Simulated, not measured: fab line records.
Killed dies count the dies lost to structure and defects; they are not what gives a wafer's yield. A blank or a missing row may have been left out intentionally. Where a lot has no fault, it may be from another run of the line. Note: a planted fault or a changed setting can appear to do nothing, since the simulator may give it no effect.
fab line records -- flow n5-finfet
record: lots: 6, wafers: 18, last-day: 19
route steps=1938 shown FIN_SAQP@118 BEOL_M4@1111 PASSIVATION@1936
lots untouched by any fault: they come from a run of this same line in which no faults occurred
start-h: the number of hours between the record's first day and the start of the first shown wafer of the lot -- wait-h: hours since the lot's step before -- " same as the row above -- L1.1+2: a single row standing in for several wafers -- - value missing, or start not given -- * or withheld: withheld -- < > ~ a bound
route shown NAME@n: a module of which the file shows steps, and the number in the route of the first -- usual: the fault-free wafers' mean and standard deviation -- same: alike in all rows -- chamber/n: place in a boat -- sites: each site's reading -- _std_site: the standard deviation of these -- _edge_site: mean of outer sites minus mean of inner sites -- radius-mm: for every site, how far away it sits from the centre of the wafer -- mask NAME#n: copy n -- behind: the most recent tool/chamber to have shaped the wafer -- hold: why the lot went on hold/how many hours it stayed there/how the hold came to an end -- device: names the non-switching transistor (n, p or np) -- end of line: the route-end tests of the same wafers -- where a step has no rows: the recipe by itself -- killed: the dies lost at the first sort to structure and to defects; this is not the yield of the wafer -- map: the dies of a wafer, with x for killed, . for not killed, _ for no die there
set.NAME: the setting the step ran with; set.NAME@STEP: the setting that earlier step ran with -- model.NAME: the simulator's own value behind a step, which no gauge read
a table for each step, a row for each wafer; lots at some steps of the route
services: from which hour (start-h, from the record's first day; less than 0 if before it) a tool's chamber was out of use, for how many hours, and why
== steps ==
step: N5_FIN_SAQP_HM_OPEN_73
recipe: chemistry: CHF3/O2, target: SiO2, stop-on: a-Si, target-depth-a: 120, over-etch-frac: 1.8, mask-material: SOC, time-s: 16.8, pressure-mtorr: 30, source-w: 650, bias-w: 170, Ar_flow_sccm: 200, CHF3_flow_sccm: 50, O2_flow_sccm: 5, ion-energy-ev: 200, ends: end-point
step: N5_FIN_SAQP_STRIP_74
recipe: chemistry: CHF3/O2, resist: SiARC, rf-frequency-hz: 6e+07
step: N5_FIN_SAQP_MANDREL_ETCH_22
recipe: target-depth-a: 600, chemistry: HBr/Cl2, target: a-Si, stop-on: SiNx, bt-time-s: 10, over-etch-frac: 0.5, time-s: 30, pressure-mtorr: 10, icp-w: 800, bias-w: 75, HBr_flow_sccm: 150, Cl2_flow_sccm: 80, ends: end-point
usual: drypump-motor-current-A: 5.6/0.42, oes-product-au: 0.768/0.016, throttle-valve-pct: 35.29/0.28
lot.wafer,tool,chamber,start-h,wait-h,drypump-motor-current-A,oes-product-au,rf-hours-counter-h,throttle-valve-pct
L634.1,rie-si-02,2,22.93,0.0,5.5,0.746,61,35.59
L634.2,rie-si-02,3,22.93,0.0,5.3,0.761,141,35.25
L634.4,rie-si-02,3,22.93,0.0,5.4,0.755,-,35.25
L640.2,rie-si-04,1,58.33,0.0,5.2,0.772,130,35.00
L640.3,rie-si-04,3,58.33,0.0,5.0,0.776,113,35.36
L640.4,rie-si-04,0,58.33,0.0,5.9,0.765,1,35.41
L646.2,rie-si-02,2,95.12,0.0,5.5,0.749,63,35.57
L646.4,rie-si-02,3,95.12,0.0,5.4,0.772,142,35.23
L646.6,rie-si-02,2,95.12,0.0,5.5,0.757,-,35.55
L648.1,rie-si-02,3,107.78,0.0,5.4,0.754,142,35.29
L648.2,rie-si-02,2,107.78,0.0,5.5,0.740,63,35.58
L648.4,rie-si-02,0,107.78,0.0,6.2,0.753,5,34.81
L656.2,rie-si-01,3,153.76,0.0,6.4,0.776,120,34.95
L656.5,rie-si-01,1,153.76,0.0,4.9,0.764,-,35.21
L656.6,rie-si-01,2,153.76,0.0,5.7,0.774,-,35.80
L657.2,rie-si-04,2,160.13,0.0,5.4,0.781,108,35.43
L657.4,rie-si-04,2,160.13,0.0,5.4,0.789,-,35.40
L657.5,rie-si-04,1,160.13,0.0,5.2,0.770,-,34.97
step: N5_FIN_SAQP_STRIP_55
recipe: chemistry: N2/H2, power-w: 500, temp-c: 40, pressure-mtorr: 50, rf-frequency-hz: 6e+07, overash-fraction: 0.3, bias-power-w: 28, h2-frac: 0.5, n2-flow-sccm: 300, h2-flow-sccm: 300
usual: drypump-motor-current-A: 5.7/0.46, oes-product-au: 0.77/0.086, rf-vpp-V: 121.7/1.5, showerhead-plenum-p-Torr: 3.36/0.086, temp-c: 39.99/0.11, throttle-valve-pct: 18.89/0.2
lot.wafer,tool,chamber,start-h,wait-h,drypump-motor-current-A,oes-product-au,rf-hours-counter-h,rf-vpp-V,showerhead-plenum-p-Torr,temp-c,throttle-valve-pct
L634.1,rie-diel-05,1,23.03,0.1,5.4,0.79,123,120.1,3.37,39.90,18.92
L634.2,rie-diel-05,2,23.03,0.1,5.5,0.72,167,121.8,3.36,39.94,18.80
L634.4,rie-diel-05,2,23.03,0.1,5.5,0.73,-,124.7,3.36,39.84,18.79
L640.2,rie-diel-05,2,58.43,0.1,5.5,0.72,181,121.3,3.35,40.09,18.83
L640.3,rie-diel-05,1,58.43,0.1,5.4,0.77,136,123.7,3.37,39.92,18.95
L640.4,rie-diel-05,2,58.43,0.1,5.5,0.71,-,123.3,3.35,40.10,18.85
L646.2,rie-diel-02,3,95.22,0.1,6.4,0.69,244,120.8,3.15,40.03,18.54
L646.4,rie-diel-02,0,95.22,0.1,5.2,0.72,199,120.9,3.45,39.91,19.16
L646.6,rie-diel-02,3,95.22,0.1,6.4,0.69,-,120.6,3.15,39.97,18.56
L648.1,rie-diel-06,3,107.88,0.1,5.8,0.74,153,120.0,3.33,39.92,18.68
L648.2,rie-diel-06,1,107.88,0.1,5.7,0.89,18,119.0,3.46,39.93,18.85
L648.4,rie-diel-06,2,107.88,0.1,6.3,0.75,182,123.7,3.33,39.88,18.81
L656.2,rie-diel-06,1,153.86,0.1,5.7,0.88,32,122.2,3.45,40.11,18.86
L656.5,rie-diel-06,2,153.86,0.1,6.3,0.73,-,122.6,3.32,39.81,18.87
L656.6,rie-diel-06,3,153.86,0.1,5.8,0.73,-,120.9,3.32,39.99,18.72
L657.2,rie-diel-06,1,160.22,0.1,5.8,0.87,34,121.8,3.45,40.02,18.88
L657.4,rie-diel-06,3,160.22,0.1,5.8,0.73,170,123.8,3.32,39.87,18.74
L657.5,rie-diel-06,1,160.22,0.1,5.7,0.86,-,125.5,3.45,40.22,18.86
step: N5_FIN_SAQP_STRIP_23
recipe: chemistry: SPM, time-s: 750, temp-c: 130, h2so4-h2o2-vol-ratio: 4
step: N5_FIN_SAQP_SRD_66
recipe: dry: ipa-marangoni, time-s: 30, temp-c: 23, rinse-liquid: diw
step: N5_FIN_SAQP_RECESS_75
recipe: chemistry: HF/NH3, target: SiO2, target-depth-a: 144, afs-cycles: 3, temp-c: 30, sublimation-temp-c: 180, sublimation-time-s: 60
step: N5_FIN_SAQP_SPACER1_ALD_24
recipe: material: SiO2, target-thk-a: 203, temp-c: 300, ald-precursor-family: BDEAS, ald-co-reactant: O2-plasma, pulse-time-s: 1, purge-time-s: 2, co-reactant-purge-time-s: 2, ald-cycles: 218, pressure-torr: 2
usual: heater-power-w: 487/40, precursor-pulse-height-rel: 0.997/0.019
lot.wafer,tool,chamber,start-h,wait-h,heater-power-w,precursor-pulse-height-rel
L634.1,ald-sin-02,2,23.77,0.3,535,0.998
L634.2,ald-sin-02,1,23.77,0.3,517,0.980
L634.4,ald-sin-02,3,23.77,0.3,512,1.005
L640.2,ald-sin-02,3,60.47,0.3,509,1.012
L640.3,ald-sin-02,0,60.47,0.3,442,0.990
L640.4,ald-sin-02,2,60.47,0.3,545,0.998
L646.2,ald-sin-01,0,96.58,0.9,442,0.996
L646.4,ald-sin-01,1,96.58,0.9,452,1.023
L646.6,ald-sin-01,0,96.58,0.9,453,0.981
L648.1,ald-sin-02,1,108.62,0.3,532,0.989
L648.2,ald-sin-02,3,108.62,0.3,524,1.003
L648.4,ald-sin-02,0,108.62,0.3,439,1.032
L656.2,ald-sin-02,2,154.57,0.3,535,1.015
L656.5,ald-sin-02,2,154.57,0.3,546,0.999
L656.6,ald-sin-02,3,154.57,0.3,528,1.010
L657.2,ald-sin-02,1,160.93,0.3,542,0.997
L657.4,ald-sin-02,2,160.93,0.3,540,1.008
L657.5,ald-sin-02,3,160.93,0.3,512,1.012
step: N5_FIN_SAQP_SPACER1_ETCHBACK_25
recipe: chemistry: CHF3/O2, mode: anisotropic-etchback, target: SiO2, target-depth-a: 244, time-s: 12.2, pressure-mtorr: 30, source-w: 650, bias-w: 170, Ar_flow_sccm: 200, CHF3_flow_sccm: 50, O2_flow_sccm: 5, ion-energy-ev: 200
usual: drypump-motor-current-A: 5.7/0.47, oes-product-au: 0.77/0.093, rf-vpp-V: 521/8.8, showerhead-plenum-p-Torr: 2.42/0.059, throttle-valve-pct: 18.94/0.17
lot.wafer,tool,chamber,start-h,wait-h,drypump-motor-current-A,oes-product-au,rf-hours-counter-h,rf-vpp-V,showerhead-plenum-p-Torr,throttle-valve-pct
L634.1,rie-diel-02,1,24.49,0.4,5.0,0.72,169,519,2.41,18.95
L634.2,rie-diel-02,0,24.49,0.4,5.2,0.74,173,515,2.49,19.15
L634.4,rie-diel-02,3,24.49,0.4,6.3,0.69,-,518,2.27,19.04
L640.2,rie-diel-05,0,61.18,0.4,6.2,0.74,136,527,2.41,19.03
L640.3,rie-diel-05,1,61.18,0.4,5.4,0.77,137,518,2.40,19.02
L640.4,rie-diel-05,0,61.18,0.4,6.3,0.74,-,528,2.41,19.04
L646.2,rie-diel-02,2,97.30,0.4,5.8,0.90,21,507,2.45,18.73
L646.4,rie-diel-02,1,97.30,0.4,5.0,0.71,197,519,2.40,19.00
L646.6,rie-diel-02,3,97.30,0.4,6.4,0.69,-,518,2.26,19.11
L648.1,rie-diel-02,3,109.41,0.4,6.3,0.67,251,518,2.26,19.12
L648.2,rie-diel-02,0,109.41,0.4,5.2,0.70,205,516,2.48,19.19
L648.4,rie-diel-02,0,109.41,0.4,5.2,0.70,-,516,2.48,19.19
L656.2,rie-diel-06,0,155.37,0.5,5.8,0.91,27,530,2.44,18.80
L656.5,rie-diel-06,2,155.37,0.5,6.3,0.72,-,542,2.39,19.02
L656.6,rie-diel-06,3,155.37,0.5,5.8,0.74,-,511,2.39,18.93
L657.2,rie-diel-02,2,161.65,0.4,5.8,0.86,39,509,2.44,18.77
L657.4,rie-diel-02,3,161.65,0.4,6.4,0.95,-,526,2.54,18.67
L657.5,rie-diel-02,2,161.65,0.4,5.8,0.86,-,510,2.44,18.75
step: N5_FIN_SAQP_MANDREL1_REMOVE_56
recipe: chemistry: HBr/Cl2/O2, bt-time-s: 10, target: a-Si, stop-on: SiNx, endpoint: OES-SiCl, over-etch-frac: 1, icp-w: 600, bias-w: 22, HBr_flow_sccm: 150, Cl2_flow_sccm: 80, O2_flow_sccm: 5, pressure-mtorr: 10
step: N5_FIN_SAQP_CD_MEAS_27
recipe: target-cd-nm: 20, landing-energy-ev: 1000, detector: se-inlens, polarity: line
usual: cd-nm: 20.33/0.23
lot.wafer,tool,chamber,start-h,wait-h,cd-nm
L634.1,cd-sem-02,0,24.68,0.1,20.58
L634.2,cd-sem-02,0,24.68,0.1,20.34
L634.4,cd-sem-02,0,24.68,0.1,19.91
L640.2,cd-sem-01,0,61.39,0.1,20.21
L640.3,cd-sem-01,0,61.39,0.1,19.88
L640.4,cd-sem-01,0,61.39,0.1,20.28
L646.2,cd-sem-03,0,97.50,0.1,20.23
L646.4,cd-sem-03,0,97.50,0.1,20.25
L646.6,cd-sem-03,0,97.50,0.1,20.48
L648.1,cd-sem-02,0,109.61,0.1,20.62
L648.2,cd-sem-02,0,109.61,0.1,20.07
L648.4,cd-sem-02,0,109.61,0.1,20.46
L656.2,cd-sem-02,0,155.57,0.1,20.70
L656.5,cd-sem-02,0,155.57,0.1,20.60
L656.6,cd-sem-02,0,155.57,0.1,20.63
L657.2,cd-sem-01,0,161.85,0.1,20.19
L657.4,cd-sem-01,0,161.85,0.1,20.68
L657.5,cd-sem-01,0,161.85,0.1,20.51
step: N5_FIN_SAQP_ETCH_57
recipe: chemistry: CH3F/O2, target: SiNx, mask-material: SiO2, target-depth-a: 325, time-s: 46.4, pressure-mtorr: 30, source-w: 395, bias-w: 73, Ar_flow_sccm: 150, CH3F_flow_sccm: 30, O2_flow_sccm: 20, ion-energy-ev: 120, ends: cleared
usual: CH3F_flow_sccm: 29.99/0.091, drypump-motor-current-A: 5.7/0.46, etch-rf-on-time-s: 46.7/0.95, oes-product-au: 0.66/0.074, rf-vpp-V: 296/4.8, showerhead-plenum-p-Torr: 2.00/0.047, throttle-valve-pct: 16.38/0.17
lot.wafer,tool,chamber,start-h,wait-h,CH3F_flow_sccm,drypump-motor-current-A,etch-rf-on-time-s,oes-product-au,rf-hours-counter-h,rf-vpp-V,showerhead-plenum-p-Torr,throttle-valve-pct
L634.1,rie-diel-02,3,24.73,0.0,29.87,6.4,47.6,0.60,218,294,1.88,16.53
L634.2,rie-diel-02,0,24.73,0.0,30.19,5.2,47.5,0.63,173,294,2.07,16.57
L634.4,rie-diel-02,1,24.73,0.0,30.00,5.0,48.2,0.62,-,293,2.00,16.38
L640.2,rie-diel-02,2,61.43,0.0,29.92,5.8,45.9,0.81,8,288,2.04,16.14
L640.3,rie-diel-02,1,61.43,0.0,29.96,5.0,47.4,0.62,185,293,1.99,16.39
L640.4,rie-diel-02,3,61.43,0.0,29.89,6.3,47.7,0.59,233,294,1.87,16.55
L646.2,rie-diel-05,0,97.68,0.2,29.95,6.2,46.2,0.64,142,298,2.00,16.51
L646.4,rie-diel-05,1,97.68,0.2,30.08,5.4,46.4,0.64,144,294,1.98,16.45
L646.6,rie-diel-05,2,97.68,0.2,30.06,5.5,46.7,0.61,-,299,1.99,16.35
L648.1,rie-diel-02,0,109.66,0.0,30.04,5.2,46.3,0.61,205,292,2.06,16.62
L648.2,rie-diel-02,1,109.66,0.0,29.99,5.0,47.3,0.61,203,293,1.99,16.46
L648.4,rie-diel-02,1,109.66,0.0,29.96,4.9,47.7,0.61,-,294,1.99,16.42
L656.2,rie-diel-06,1,155.61,0.0,29.96,5.7,45.8,0.75,33,295,2.04,16.08
L656.5,rie-diel-06,1,155.61,0.0,29.96,5.7,47.0,0.73,-,294,2.04,16.08
L656.6,rie-diel-06,2,155.61,0.0,30.12,6.3,46.8,0.60,-,306,1.98,16.46
L657.2,rie-diel-02,2,161.90,0.0,30.23,5.8,45.6,0.73,39,289,2.03,16.19
L657.4,rie-diel-02,0,161.90,0.0,29.79,5.1,47.1,0.59,-,293,2.05,16.65
L657.5,rie-diel-02,3,161.90,0.0,29.92,6.4,45.9,0.82,-,299,2.11,16.07
step: N5_FIN_SAQP_ETCH_65
recipe: chemistry: CF4, target: SiO2, target-depth-a: 40, ion-energy-ev: 350, time-s: 4.4, pressure-mtorr: 10, icp-w: 800, bias-w: 400, cf4-flow-sccm: 80
usual: drypump-motor-current-A: 5.7/0.49, oes-product-au: 0.993/0.017, throttle-valve-pct: 21.72/0.23
lot.wafer,tool,chamber,start-h,wait-h,drypump-motor-current-A,oes-product-au,rf-hours-counter-h,throttle-valve-pct,model.etch.depth-nm
L634.1,rie-si-02,1,24.84,0.1,5.7,1.018,0,21.63,3.902
L634.2,rie-si-02,3,24.84,0.1,5.4,0.988,141,21.84,4.017
L634.4,rie-si-02,2,24.84,0.1,5.5,0.970,61,22.12,4.019
L640.2,rie-si-01,1,61.54,0.1,4.9,0.978,2,21.59,3.923
L640.3,rie-si-01,2,61.54,0.1,5.6,0.970,94,21.96,3.849
L640.4,rie-si-01,0,61.54,0.1,6.2,0.992,139,21.97,3.921
L646.2,rie-si-01,0,97.78,0.1,6.2,1.210,140,22.04,5.297
L646.4,rie-si-01,1,97.78,0.1,5.0,0.975,2,21.59,3.947
L646.6,rie-si-01,1,97.78,0.1,5.0,1.176,-,21.66,5.19
L648.1,rie-si-01,3,109.77,0.1,6.3,1.022,119,21.38,4.02
L648.2,rie-si-01,2,109.77,0.1,5.7,1.172,95,22.00,5.091
L648.4,rie-si-01,1,109.77,0.1,4.9,0.983,3,21.59,3.928
L656.2,rie-si-02,0,155.72,0.1,6.2,0.968,6,21.38,3.979
L656.5,rie-si-02,1,155.72,0.1,5.8,1.017,-,21.64,3.888
L656.6,rie-si-02,0,155.72,0.1,6.2,0.969,-,21.35,3.997
L657.2,rie-si-04,0,162.01,0.1,5.8,0.994,3,21.85,4.028
L657.4,rie-si-04,1,162.01,0.1,5.2,0.982,-,21.64,3.825
L657.5,rie-si-04,2,162.01,0.1,5.4,1.027,-,21.83,4.001
step: N5_FIN_SAQP_MANDREL_ETCH_58
recipe: chemistry: HBr/Cl2, target: a-Si, target-depth-a: 450, bt-time-s: 10, stop-on: SiNx, mask-material: SiO2, over-etch-frac: 0.8, time-s: 27, pressure-mtorr: 10, icp-w: 800, bias-w: 75, HBr_flow_sccm: 150, Cl2_flow_sccm: 80, ends: end-point
step: N5_BEOL_M4_RC_MEAS_101
usual: DIBL_N: 36.0/1.6, DIBL_P: 35.8/2, IOFF_N: 0.152/0.03, IOFF_P: 0.20/0.031, ION_N: 670/12, ION_P: 459/7.4, SS_N: 71.5/0.56, SS_P: 73.2/0.64, VT_N: 251/3.5, VT_P: -252/3.3
lot.wafer,tool,chamber,start-h,wait-h,DIBL_N[mV/V],DIBL_P[mV/V],IOFF_N[nA/um],IOFF_P[nA/um],ION_N[uA/um],ION_P[uA/um],SS_N[mV/dec],SS_P[mV/dec],VT_N[mV],VT_P[mV]
L634.1,prober-02,0,199.73,0.0,34.3,33.1,0.119,0.18,647,450,70.8,73.2,255,-250
L634.2,prober-02,0,199.73,0.0,35.3,35.9,0.155,0.23,677,464,71.1,73.7,247,-246
L634.4,prober-02,0,199.73,0.0,37.4,37.9,0.198,0.26,691,466,71.9,74.3,244,-245
L640.2,prober-02,0,239.00,0.2,36.8,36.3,0.168,0.19,676,456,71.7,72.9,250,-253
L640.3,prober-02,0,239.00,0.2,37.7,38.8,0.193,0.23,682,463,72.0,74.0,248,-253
L640.4,prober-02,0,239.00,0.2,36.4,36.6,0.169,0.20,684,463,71.2,73.4,249,-254
L646.2,prober-02,0,281.19,0.2,39.2,37.8,0.193,0.21,684,460,72.1,74.2,245,-252
L646.4,prober-02,0,281.19,0.2,37.3,35.9,0.163,0.19,669,457,72.5,73.2,246,-254
L646.6,prober-02,0,281.19,0.2,35.6,33.4,0.132,0.15,662,447,71.0,71.9,252,-255
L648.1,prober-01,0,284.98,0.0,35.6,37.0,0.171,0.22,673,462,71.0,73.1,249,-249
L648.2,prober-01,0,284.98,0.0,35.5,37.5,0.190,0.24,694,472,71.2,72.9,244,-248
L648.4,prober-01,0,284.98,0.0,32.2,33.5,0.124,0.17,666,460,70.4,72.0,250,-254
L656.2,prober-01,0,342.92,0.2,34.5,35.1,0.144,0.21,666,463,71.2,73.4,252,-252
L656.5,prober-01,0,342.92,0.2,34.5,33.8,0.140,0.19,667,457,71.4,72.7,251,-250
L656.6,prober-01,0,342.92,0.2,33.8,33.5,0.125,0.19,664,461,71.3,72.7,253,-250
L657.2,prober-02,0,347.50,0.2,35.4,35.4,0.139,0.17,673,456,71.5,73.4,251,-254
L657.4,prober-02,0,347.50,0.2,36.3,36.9,0.164,0.20,669,458,72.8,73.4,249,-254
L657.5,prober-02,0,347.50,0.2,34.5,35.0,0.131,0.18,656,457,71.9,72.6,251,-253
step: N5_PASSIVATION_PROBE_49
usual: defect-limited-yield: 91.6/1.4, killed_at_M0_to_M3: 33/10, killed_at_M4_up: 13/5.3, killed-at-contacts: 13/5.9, killed-at-front-end: 36/12, killed-at-other: 4/3.1, killed-dies: 99/16, killed-open: 65/13, killed-short: 32/7.3, sort_bin_5_function: 4.9/0.9, sort_bin_6_memory: 3.1/0.66, sort_bin_8_speed: 0.0/0.42, sort-n-pass: 1081/17, sort-yield-pct: 91.6/1.4
same: gross-dies: 1180, killed-at-back-side: 0, sort_bin_4_leakage[%]: 0
lot.wafer,tool,chamber,start-h,wait-h,defect-limited-yield[%],killed_at_M0_to_M3,killed_at_M4_up,killed-at-contacts,killed-at-front-end,killed-at-other,killed-dies,killed-open,killed-short,sort_bin_5_function[%],sort_bin_6_memory[%],sort_bin_8_speed[%],sort-n-pass,sort-yield-pct[%]
L634.1,prober-01,-,306.04,0.0,89.9,54,14,13,36,2,119,75,41,6.0,3.6,0.1,1060,89.8
L634.2,prober-01,-,306.09,0.1,93.5,32,12,6,27,0,77,45,30,4.0,2.5,0,1103,93.5
L634.4,prober-01,-,306.19,0.2,92.7,44,6,3,32,1,86,46,38,3.6,3.2,0,1094,92.7
L640.2,prober-02,-,335.21,0.1,92.0,35,11,13,33,2,94,61,33,4.2,3.5,0,1086,92.0
L640.3,prober-02,-,335.26,0.1,90.8,42,12,14,39,1,108,77,30,5.4,3.7,0,1072,90.8
L640.4,prober-02,-,335.31,0.2,92.6,31,15,11,27,3,87,53,33,4.2,3.0,0,1093,92.6
L646.2,prober-02,-,385.25,0.1,94.5,24,7,2,30,2,65,44,20,2.8,2.3,0,1115,94.5
L646.4,prober-02,-,385.35,0.2,93.3,32,11,5,26,5,79,49,27,4.5,1.9,0,1101,93.3
L646.6,prober-02,-,385.45,0.3,92.5,22,6,10,44,7,89,54,32,4.4,2.6,0,1091,92.5
L648.1,prober-01,-,397.92,0.0,90.0,34,12,21,51,0,118,76,36,6.1,3.4,0,1062,90.0
L648.2,prober-01,-,397.97,0.1,92.7,14,12,18,41,1,86,59,27,4.4,2.5,0,1094,92.7
L648.4,prober-01,-,398.07,0.2,91.6,25,9,28,34,3,99,68,29,4.9,3.1,0,1081,91.6
L657.2,prober-01,-,447.81,0.1,91.6,50,12,12,20,5,99,67,28,5.4,2.4,0,1081,91.6
L657.4,prober-01,-,447.91,0.2,91.7,30,16,29,17,6,98,73,24,4.7,3.5,0,1082,91.7
L657.5,prober-01,-,447.96,0.2,93.0,29,17,16,17,4,83,68,15,4.3,2.7,0,1097,93.0
L656.2,prober-01,-,459.11,0.1,92.6,34,11,15,22,5,87,59,27,3.7,3.3,0,1093,92.6
L656.5,prober-01,-,459.26,0.2,92.8,37,11,9,23,5,85,47,36,3.6,3.2,0,1095,92.8
L656.6,prober-01,-,459.31,0.3,92.0,19,8,15,49,3,94,64,30,4.9,2.9,0,1086,92.0
killed by level:class
L634.1 BEOL_M0_SAQP:geometric-particle:short=17 BEOL_M0_SAQP:geometric-particle:open=11 MOL_CONTACT_COAG:geometric-particle:open=10 STI_FIN_REVEAL:geometric-particle:open=9 BEOL_M0:geometric-particle:open=8 BEOL_M2:geometric-particle:open=6 BEOL_M4:geometric-particle:open=6 DUMMY_GATE:geometric-particle:open=5
L634.2 BEOL_M0_SAQP:geometric-particle:short=11 BEOL_M0_SAQP:geometric-particle:open=8 STI_FIN_REVEAL:geometric-particle:open=6 DUMMY_GATE:geometric-particle:open=5 GATE_CUT:geometric-particle:short=4 BEOL_M4:geometric-particle:open=4 MOL_CONTACT_COAG:geometric-particle:open=3 BEOL_M0:geometric-particle:open=3
L634.4 BEOL_M0_SAQP:geometric-particle:open=14 BEOL_M0_SAQP:geometric-particle:short=13 STI_FIN_REVEAL:geometric-particle:open=7 STARTING-WAFER:geometric-particle:short=5 FIN_SAQP:geometric-particle:short=4 BEOL_M0:geometric-particle:short=4 BEOL_M0:geometric-particle:open=4 BEOL_M4:geometric-particle:open=4
L640.2 BEOL_M0_SAQP:geometric-particle:open=10 MOL_CONTACT_COAG:geometric-particle:open=10 BEOL_M2:geometric-particle:open=8 BEOL_M1:geometric-particle:short=6 STARTING-WAFER:geometric-particle:open=6 FIN_SAQP:geometric-particle:short=5 FIN_SAQP:geometric-particle:open=5 BEOL_M2:geometric-particle:short=4
L640.3 STI_FIN_REVEAL:geometric-particle:open=13 MOL_CONTACT_COAG:geometric-particle:open=12 BEOL_M2:geometric-particle:open=9 BEOL_M1:geometric-particle:open=8 BEOL_M0_SAQP:geometric-particle:short=8 BEOL_M3:geometric-particle:open=7 FIN_SAQP:geometric-particle:open=6 GATE_CUT:geometric-particle:open=5
L640.4 MOL_CONTACT_COAG:geometric-particle:open=7 GATE_CUT:geometric-particle:short=6 BEOL_M1:geometric-particle:open=6 BEOL_M3:geometric-particle:open=6 FIN_SAQP:geometric-particle:short=5 BEOL_M4:geometric-particle:open=5 FIN_SAQP:geometric-particle:open=4 STI_FIN_REVEAL:geometric-particle:open=4
L646.2 FIN_SAQP:geometric-particle:short=7 BEOL_M0_SAQP:geometric-particle:short=6 FIN_SAQP:geometric-particle:open=5 STI_FIN_REVEAL:geometric-particle:open=5 DUMMY_GATE:geometric-particle:open=5 BEOL_M0_SAQP:geometric-particle:open=5 BEOL_M2:geometric-particle:open=4 BEOL_M3:geometric-particle:open=4
L646.4 BEOL_M4:geometric-particle:open=10 FIN_SAQP:geometric-particle:short=9 BEOL_M2:geometric-particle:open=7 BEOL_M3:geometric-particle:open=7 BEOL_M0_SAQP:geometric-particle:open=6 FIN_SAQP:geometric-particle:open=5 BEOL_M3:geometric-particle:short=4 DUMMY_GATE:geometric-particle:open=3
L646.6 STI_FIN_REVEAL:geometric-particle:open=9 FIN_SAQP:geometric-particle:open=8 GATE_CUT:geometric-particle:short=6 MOL_CONTACT_COAG:geometric-particle:open=6 BEOL_M0_SAQP:geometric-particle:short=6 FIN_SAQP:geometric-particle:short=5 GATE_CUT:geometric-particle:open=5 BEOL_M0_SAQP:geometric-particle:open=4
L648.1 MOL_CONTACT_COAG:geometric-particle:open=19 FIN_SAQP:geometric-particle:open=12 BEOL_M0_SAQP:geometric-particle:short=11 FIN_SAQP:geometric-particle:short=10 BEOL_M0_SAQP:geometric-particle:open=9 DUMMY_GATE:geometric-particle:open=6 GATE_CUT:geometric-particle:short=6 BEOL_M0:geometric-particle:open=5
L648.2 MOL_CONTACT_COAG:geometric-particle:open=13 DUMMY_GATE:geometric-particle:open=8 STI_FIN_REVEAL:geometric-particle:open=7 BEOL_M1:geometric-particle:open=7 GATE_CUT:geometric-particle:short=6 FIN_SAQP:geometric-particle:open=5 MOL_CONTACT_COAG:geometric-particle:short=5 BEOL_M5:geometric-particle:open=5
L648.4 MOL_CONTACT_COAG:geometric-particle:open=22 DUMMY_GATE:geometric-particle:open=7 MOL_CONTACT_COAG:geometric-particle:short=6 FIN_SAQP:geometric-particle:open=5 STI_FIN_REVEAL:geometric-particle:open=5 BEOL_M0:geometric-particle:open=5 BEOL_M1:geometric-particle:short=4 BEOL_M1:geometric-particle:open=4
L657.2 MOL_CONTACT_COAG:geometric-particle:open=11 BEOL_M3:geometric-particle:open=11 BEOL_M0_SAQP:geometric-particle:short=9 BEOL_M1:geometric-particle:open=7 BEOL_M2:geometric-particle:open=7 FIN_SAQP:geometric-particle:open=6 BEOL_M0_SAQP:geometric-particle:open=5 GATE_CUT:geometric-particle:short=3
L657.4 MOL_CONTACT_COAG:geometric-particle:open=23 BEOL_M2:geometric-particle:open=10 BEOL_M4:geometric-particle:open=7 MOL_CONTACT_COAG:geometric-particle:short=6 BEOL_M3:geometric-particle:open=6 DUMMY_GATE:geometric-particle:open=5 DUMMY_GATE:geometric-particle:short=4 PASS1_CAP:geometric-particle:open=4
L657.5 MOL_CONTACT_COAG:geometric-particle:open=13 BEOL_M4:geometric-particle:open=10 BEOL_M0_SAQP:geometric-particle:open=8 STI_FIN_REVEAL:geometric-particle:open=6 BEOL_M3:geometric-particle:open=6 BEOL_M0_SAQP:geometric-particle:short=5 BEOL_M5:geometric-particle:open=5 GATE_CUT:geometric-particle:open=3
L656.2 BEOL_M0_SAQP:geometric-particle:open=11 BEOL_M3:geometric-particle:open=11 MOL_CONTACT_COAG:geometric-particle:open=8 STI_FIN_REVEAL:geometric-particle:open=6 MOL_CONTACT_COAG:geometric-particle:short=6 STARTING-WAFER:geometric-particle:short=5 FIN_SAQP:geometric-particle:short=4 BEOL_M1:geometric-particle:open=4
L656.5 BEOL_M0_SAQP:geometric-particle:short=11 MOL_CONTACT_COAG:geometric-particle:open=9 BEOL_M1:geometric-particle:short=7 BEOL_M0_SAQP:geometric-particle:open=6 BEOL_M3:geometric-particle:open=6 STI_FIN_REVEAL:geometric-particle:open=4 GATE_CUT:geometric-particle:short=4 BEOL_M2:geometric-particle:open=4
L656.6 STI_FIN_REVEAL:geometric-particle:open=20 MOL_CONTACT_COAG:geometric-particle:open=9 FIN_SAQP:geometric-particle:short=8 BEOL_M2:geometric-particle:open=7 MOL_CONTACT_COAG:geometric-particle:short=6 BEOL_M3:geometric-particle:open=5 STARTING-WAFER:geometric-particle:open=4 FIN_SAQP:geometric-particle:open=3
== services ==
tool,chamber,start-h,hours,kind
rie-si-01,3,-0.36,3.6,repair
rie-diel-06,1,5.05,7.9,repair
rie-diel-05,3,16.40,6.7,repair
rie-diel-06,3,18.20,6.7,repair
ald-sin-01,3,37.52,8.8,repair
ald-sin-01,-,54.47,0.6,repair
rie-diel-05,-,61.93,2.8,pm
rie-diel-05,3,66.19,7.2,repair
ald-sin-01,-,67.08,14.6,pm
rie-diel-06,0,67.14,4.2,repair
rie-si-02,3,67.58,13.5,repair
rie-si-02,-,88.26,0.2,repair
rie-diel-02,2,98.10,16.2,repair
ald-sin-02,-,106.72,1.6,repair
rie-si-02,2,108.47,4.5,repair
rie-si-04,0,109.72,2.6,repair
rie-diel-05,3,118.81,5.5,repair
rie-si-04,1,124.00,9.2,repair
rie-si-04,2,126.55,4.9,repair
rie-si-04,-,137.41,2.8,pm
rie-si-02,-,147.81,6.2,repair
rie-si-04,3,149.84,37.9,repair
rie-diel-02,0,153.84,5.9,repair
rie-diel-02,1,156.34,5.9,repair
== key ==
first-sign: step: N5_FIN_SAQP_ETCH_65, reading: oes-product-au, direction: up, sigmas: 11, usual: 0.993, struck: 1.186
effect none on later readings
model-effect: step: N5_FIN_SAQP_ETCH_65, value: etch.depth-nm, without: 3.959, struck: 5.193
met-at N5_FIN_SAQP_ETCH_65
struck-wafers L646.2,L646.6,L648.2
onset-between 61.54 97.78
fault: kind: process-parameter-drift, tool: rie-si-01, chamber: -, onset-h: 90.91, steps: N5_FIN_SAQP_ETCH_65, channel: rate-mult, offset: 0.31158, shape: step, end-h: 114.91, scope: struck-wafers-only
